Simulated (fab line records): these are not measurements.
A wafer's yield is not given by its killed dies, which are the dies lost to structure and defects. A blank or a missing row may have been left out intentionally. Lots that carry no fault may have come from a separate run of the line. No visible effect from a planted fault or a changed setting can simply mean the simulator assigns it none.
Which tool was responsible?    flow n5Finfet    Sampling: 9 lots, 26 wafers, 5 of 1938 route steps

== WHAT EACH GAUGE READ, for each wafer ==
N5_DUMMY_GATE_CD_MEAS_50 targets a cd of 14 nm.
lot   measured     on        cdNm (nm)
L712  day 5 12:12  cdSem-01  - - -
L713  day 5 17:09  cdSem-02  - - -
L714  day 6 01:49  cdSem-03  - - -
L715  day 6 04:49  cdSem-02  13.9 14.2 13.6
L718  day 6 21:31  cdSem-02  13.7 13.4 13.2
L719  day 7 05:47  cdSem-01  13.9 14.2 13.5
L721  day 7 16:19  cdSem-03  13.7 14.6
L723  day 8 03:13  cdSem-03  13.4 14.2 13.6
L724  day 8 15:25  cdSem-02  13.8 13.1 13.4

== WHICH TOOL RAN EACH LOT (tool, then ch and the chambers of the sampled wafers, then the start) ==
lot   N5_STI_FIN_REVEAL_OXIDATION_33      N5_DUMMY_GATE_ALD_02             N5_DUMMY_GATE_ETCH_36             N5_DUMMY_GATE_ETCH_37
L712  plasmaAsher-02 ch 1, day 5 01:36    aldSin-04 ch 0,2, day 5 03:19    rieDiel-02 ch 0,1, day 5 11:56    rieDiel-02 ch 0,1, day 5 11:58
L713  plasmaAsher-02 ch 0,1, day 5 07:43  aldSin-04 ch 0,1, day 5 08:06    rieDiel-03 ch 0,1,2, day 5 16:43  rieDiel-03 ch 0,1,2, day 5 16:45
L714  plasmaAsher-02 ch 0,1, day 5 14:58  aldSin-01 ch 1,2,3, day 5 16:08  rieDiel-03 ch 0,2,3, day 6 01:32  rieDiel-03 ch 0,2,3, day 6 01:34
L715  plasmaAsher-02 ch 0,1, day 5 19:20  aldSin-04 ch 0,1,3, day 5 19:43  rieDiel-06 ch 0,1,2, day 6 04:32  rieDiel-06 ch 0,1,2, day 6 04:35
L718  plasmaAsher-02 ch 0,1, day 6 12:07  aldSin-03 ch 1,2, day 6 12:30    rieDiel-03 ch 0,1, day 6 21:15    rieDiel-03 ch 0,1, day 6 21:17
L719  plasmaAsher-02 ch 0,1, day 6 19:41  aldSin-04 ch 0,1,3, day 6 20:39  rieDiel-02 ch 0,2,3, day 7 05:31  rieDiel-02 ch 0,2,3, day 7 05:33
L721  plasmaAsher-01 ch 0,1, day 7 06:56  aldSin-03 ch 1,2, day 7 07:19    rieDiel-02 ch 2,3, day 7 15:55    rieDiel-02 ch 2,3, day 7 15:58
L723  plasmaAsher-01 ch 0,1, day 7 17:51  aldSin-03 ch 0,1,3, day 7 18:14  rieDiel-02 ch 0,2,3, day 8 02:57  rieDiel-02 ch 0,2,3, day 8 02:59
L724  plasmaAsher-02 ch 0,1, day 8 02:19  aldSin-03 ch 0,1,2, day 8 02:52  rieDiel-02 ch 0,1,2, day 8 15:08  rieDiel-02 ch 0,1,2, day 8 15:10
- N5_STI_FIN_REVEAL_OXIDATION_33: chemistry O2 PLASMA REMOTE, time 20 s.
- N5_DUMMY_GATE_ALD_02: deposits SiO2, target thk 2 nm, pulse time 1 s.
- N5_DUMMY_GATE_ETCH_36: etches SiARC in CF4, target depth 13 nm.
- N5_DUMMY_GATE_ETCH_37: etches SOC in N2/H2, target depth 60 nm, overetch 30 nm.

== THE ANSWER, worked out from the rows above alone ==
Rule: the lots themselves supply what counts as usual. Put in order of their means at a reading, lots are off if they are a third of the lots or fewer, leave a main group of 4 or more, and stand apart from it by a gap of 3 or more times the standard deviation of the main group's means; of several such gaps the widest counts. A main group whose means are all the same, to the digits that the tables above print for the reading, isn't used. A lot without any number at a reading at which 4 lots or more have one is off too. Any other lot the step has rows for is counted as sound.
Off, at N5_DUMMY_GATE_CD_MEAS_50 on cdNm: L712, L713, L714. Without a number there: L712, L713, L714. Main group: mean 13.8 nm, sd 0.26.
A tool fits if, at a process step before that reading, it ran every lot that is off, and no sound lot after the first of them. Those tools and the gauges at N5_DUMMY_GATE_CD_MEAS_50 are tried in the same way. Not one of the candidates tried fits.

== WHAT WAS PUT IN BY THE SIMULATOR ==
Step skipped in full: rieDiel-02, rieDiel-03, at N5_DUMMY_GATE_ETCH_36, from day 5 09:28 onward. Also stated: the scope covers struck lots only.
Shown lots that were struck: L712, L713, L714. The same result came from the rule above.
